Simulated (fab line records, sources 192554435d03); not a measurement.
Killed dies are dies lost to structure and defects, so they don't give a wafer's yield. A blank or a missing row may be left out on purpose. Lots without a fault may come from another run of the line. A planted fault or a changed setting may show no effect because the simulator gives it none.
Problem report in the 8D (eight disciplines) form, filled by code | flow n5_finfet | the parts of the form that need people (team, actions taken, sign-off) are left out

1. THE PROBLEM
raw_defect_count at N5_STI_FIN_REVEAL_INSPECT_13 reads a mean of 640 on 1 wafer of 1 lot; wafers without a fault read 11 with a standard deviation of 4.9. That is +99 or more standard deviations from the usual mean.
The step: inspects for defects (darkfield).
First seen on wafer L808.6, day 5 01:58, on defect_inspect-02. The record holds 27 wafers of 9 lots with a number at this step. Rule for "out", or "out of limits": more than 4 standard deviations from the usual mean. The other wafers with a number count as sound.

2. WHAT IT IS AND WHAT IT IS NOT
question                    | is                | is not
which readings at this step | raw_defect_count  | -
which lots                  | L808              | L799, L802, L803, L805, L817, L819, L820, L821
which wafers of those lots  | L808.6            | L808.1, L808.2
read on which gauges        | defect_inspect-02 | defect_inspect-01
when                        | from day 5 01:58  | up to then (14 sound wafers); but 12 sound wafers of L817, L819, L820, L821 came after

3. SUSPECTS, AND WHAT RULES EACH OUT
Counting: a tool at a process step up to the reading stays a suspect if it ran every lot that is out. Sound lots after the first of them don't rule it out here, since some wafers of a struck lot are sound.
- the gauge at N5_STI_FIN_REVEAL_INSPECT_13: ruled out. All the wafers that are out were read on defect_inspect-02, but those of them that N5_PASSIVATION_PROBE_49 has rows for are out there too, on other tools.
- rie_si-04 at N5_FIN_CUT_CUT_ETCH_15 (etches Si in HBr/Cl2/O2, target depth 100 nm, bt time 10 s, time 42.4 s): kept. It ran the lot that is out, L808 (day 4 16:02); its last sound lot up to then is L805 (day 3 22:46).
- wet_bench-05 at N5_STI_FIN_REVEAL_PRECLEAN_29 (cleans in DHF, time 30 s): kept. It ran the lot that is out, L808 (day 4 23:06); its last sound lot up to then is L803 (day 3 17:10).
- plasma_asher-01 at N5_STI_FIN_REVEAL_OXIDATION_33 (chemistry O2 PLASMA REMOTE, time 20 s): kept. It ran the lot that is out, L808 (day 5 01:41); its last sound lot up to then is L805 (day 4 07:43).
Left after counting: rie_si-04 at N5_FIN_CUT_CUT_ETCH_15, wet_bench-05 at N5_STI_FIN_REVEAL_PRECLEAN_29, plasma_asher-01 at N5_STI_FIN_REVEAL_OXIDATION_33.

4. THE CAUSE (what the simulator had put in)
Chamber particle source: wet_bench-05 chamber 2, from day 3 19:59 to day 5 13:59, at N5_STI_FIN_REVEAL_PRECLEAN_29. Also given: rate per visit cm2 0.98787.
Counting left 3 suspects, and this tool is among them.

5. THE CHAIN OF EFFECTS, in route order
Each row: a reading whose mean over the struck wafers that have a number lies more than 3 standard deviations from the usual. Only readings for which the record gives a usual standard deviation are gone through. hours: the time from each lot's start at the first step in this table that gives one to its start at this step, as a median over the lots. sigmas: the change in usual standard deviations.
hours | step                         | reading          | usual | on struck wafers | change | sigmas
0     | N5_STI_FIN_REVEAL_INSPECT_13 | raw_defect_count | 11    | 640              | +629   | +99 or more
258   | N5_PASSIVATION_PROBE_49      | killed_on_rim    | 13    | 29               | +16    | +4.4
The process steps in it:
- N5_PASSIVATION_PROBE_49
Later measuring or inspecting steps at which every struck wafer that the step has a row for has a number for every such reading, and none has moved that far: N5_BEOL_M4_RC_MEAS_101.

6. WHAT WOULD HAVE CAUGHT IT SOONER
In this record the first reading out of limits at a measuring or inspecting step was taken at day 5 01:58, 30 hours after the fault began at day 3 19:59.
All the lots that are out (1) had begun N5_STI_FIN_REVEAL_PRECLEAN_29 on wet_bench-05 by day 5 01:58. A hold on the tool at that time would have spared none of them.
